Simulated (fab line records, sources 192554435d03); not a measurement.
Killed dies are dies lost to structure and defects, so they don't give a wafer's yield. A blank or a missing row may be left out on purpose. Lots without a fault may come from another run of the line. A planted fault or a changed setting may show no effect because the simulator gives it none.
A struck lot beside a sound one | flow n5_finfet | 14 steps out of a route of 1938
Sound: wafers L362.4, L362.5, L362.6. Struck: wafer L372.3. (L372.2, L372.6 of the same lot were not struck and are left out.) The cause comes at the end.
At each step with rows: each side's tool, then ch and its chambers, then its first start. Under that, the readings that differ: sound wafers | struck wafers | difference of the means | sigmas: that difference in standard deviations of wafers without a fault.
alike: readings whose means differ by less than 2 such deviations, and words and numbers that are the same on both sides. not compared: withheld readings, readings that some wafer has no value for, bounds like >300 that may hide the same value, and numbers for which the record gives no deviation and whose values overlap.
The two part at a step that has a row with sigmas, a row that says differs or no value, or rows on one side only. Numbers that don't overlap but have no deviation are shown without sigmas and don't part them. A reading that every wafer of one side lacks parts them only if that side has two wafers or more.

first, 8 steps without rows for these wafers: N5_BEOL_M9_COAT_59 (time 60 s, resist thk 100 nm); N5_BEOL_M9_COAT_60 (time 60 s, resist thk 30 nm); N5_BEOL_M9_COAT_05 (resist thk 90 nm); N5_BEOL_M9_EBR_07; N5_BEOL_M9_SOFTBAKE_06 (time 60 s); N5_BEOL_M9_EXPOSE_08 (exposes mask M9); N5_BEOL_M9_PEB_09 (peb time 60 s); N5_BEOL_M9_DEVELOP_10 (develop time 30 s).
N5_BEOL_M9_CD_MEAS_11: target cd 64.1 nm.
  sound on cd_sem-02 ch 0, day 10 08:16; struck on cd_sem-02 ch 0, day 13 06:24
  alike: cd_nm
N5_BEOL_M9_OVL_MEAS_12:
  sound on overlay-02 ch 0, day 10 08:17; struck on overlay-02 ch 0, day 13 06:26
  alike: M9_OVL
N5_BEOL_M9_INSPECT_13: inspects for defects (brightfield).
  sound on defect_inspect-02, day 10 08:19; struck on defect_inspect-01, day 13 06:27
  alike: raw_defect_count
N5_BEOL_M9_DESCUM_16: chemistry O2, time 7.9 s.
  sound on rie_diel-02 ch 1,2,3, day 10 08:22; struck on rie_diel-02 ch 0, day 13 06:29
  reading                | sound          | struck | difference                   | sigmas
  oes_product_au (a.u.)  | 0.77 0.74 0.77 | 0.92   | +0.16                        | +2
  rf_hours_counter_h (h) | - - -          | 13     | no value on the sound wafers |
  alike: drypump_motor_current_A, rf_vpp_V, showerhead_plenum_p_Torr, throttle_valve_pct
N5_BEOL_M9_ETCH_61: etches SiARC in CF4, target depth 39 nm, time 65 s.
  sound on rie_diel-02 ch 1,2,3, day 10 08:24; struck on rie_diel-02 ch 0, day 13 06:31
  reading                | sound          | struck | difference                   | sigmas
  etch_rf_on_time_s (s)  | 64.1 66.6 65.4 | 53.5   | -11.9                        | -13
  oes_product_au (a.u.)  | 0.67 0.63 0.65 | 0.88   | +0.23                        | +4
  rf_hours_counter_h (h) | - - -          | 13     | no value on the sound wafers |
  alike: drypump_motor_current_A, rf_vpp_V, showerhead_plenum_p_Torr, throttle_valve_pct
N5_BEOL_M9_ETCH_62: etches SOC in N2/H2, target depth 110 nm, overetch 22 nm, time 165 s.
  sound on rie_diel-02 ch 1,2,3, day 10 08:29; struck on rie_diel-02 ch 0, day 13 06:34
  reading                | sound          | struck | difference                   | sigmas
  oes_product_au (a.u.)  | 0.66 0.63 0.65 | 0.78   | +0.13                        | +2
  rf_hours_counter_h (h) | - - -          | 13     | no value on the sound wafers |
  alike: drypump_motor_current_A, rf_vpp_V, showerhead_plenum_p_Torr, throttle_valve_pct

WHERE THEY PART
First at N5_BEOL_M9_DESCUM_16; last, within this record, at N5_BEOL_M9_ETCH_62.

WHY: what the simulator had put in
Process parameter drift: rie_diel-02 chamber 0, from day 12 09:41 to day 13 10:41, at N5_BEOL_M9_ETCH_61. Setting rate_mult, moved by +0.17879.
